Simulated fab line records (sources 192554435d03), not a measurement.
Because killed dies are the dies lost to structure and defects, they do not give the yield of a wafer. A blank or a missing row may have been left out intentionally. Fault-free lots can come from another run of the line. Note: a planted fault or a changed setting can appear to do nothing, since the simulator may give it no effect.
Which tool is to blame?	flow n5-finfet	12 lots, 36 wafers sampled, at 2 steps of a route of 1938

== WHAT THE GAUGES READ, wafer by wafer ==
N5_BEOL_M3_CD_MEAS_35: target cd 18 nm, target cd y 21 nm.
lot	measured	on	cd-nm (nm)
L075	day 8 14:27	cd-sem-03	17.8 18.0 17.6
L077	day 10 05:49	cd-sem-02	18.5 18.2 17.6
L079	day 10 13:17	cd-sem-01	17.7 17.6 17.8
L081	day 10 19:55	cd-sem-02	17.4 17.5 17.7
L083	day 11 06:57	cd-sem-03	17.7 18.0 17.7
L085	day 12 09:28	cd-sem-02	17.9 17.9 17.6
L087	day 12 12:58	cd-sem-02	17.7 17.7 17.4
L089	day 13 05:07	cd-sem-01	17.9 17.4 17.8
L092	day 13 17:15	cd-sem-03	17.8 18.1 17.7
L093	day 13 17:26	cd-sem-02	17.7 18.4 17.7
L095	day 15 08:29	cd-sem-02	18.1 17.9 18.5
L097	day 15 14:29	cd-sem-03	18.5 18.0 18.2

== WHAT TOOL EACH LOT RAN ON (gives the tool, then ch and the chambers of the sampled wafers, and finally the start) ==
lot	N5_BEOL_M3_ETCH_77
L075	rie-diel-03 ch 0,2,3, day 8 04:41
L077	rie-diel-02 ch 1,2, day 9 23:11
L079	rie-diel-05 ch 0,2, day 10 07:35
L081	rie-diel-03 ch 0,1,3, day 10 17:17
L083	rie-diel-03 ch 1,2, day 11 06:05
L085	rie-diel-05 ch 1,2, day 11 22:36
L087	rie-diel-05 ch 0,1,2, day 11 23:49
L089	rie-diel-03 ch 1,2, day 13 04:10
L092	rie-diel-03 ch 1,2, day 13 10:26
L093	rie-diel-02 ch 1,2, day 13 16:04
L095	rie-diel-02 ch 1,2,3, day 14 18:50
L097	rie-diel-02 ch 0,2,3, day 15 01:58
- N5_BEOL_M3_ETCH_77: etches underlayer in N2/H2, target depth 6.5 nm, time 5.2 s.

== THE ANSWER, worked out from the rows above alone ==
Rule: the lots themselves supply what counts as usual. The widest of any qualifying gaps counts: lots, ordered by their means at a reading, are off when they make up no more than a third of the lots, leave a main group of 4 or more, and stand apart from it by 3 or more times the standard deviation of that group's means. If all means in a main group match to the digits the tables above print for the reading, that group is not used. Also off: a lot with no number at a reading for which 4 or more lots have one. All remaining lots with rows at the step are treated as sound.
Across all readings shown, no lot is off: no conclusion can be drawn from this.

== WHAT THE SIMULATOR PUT IN ==
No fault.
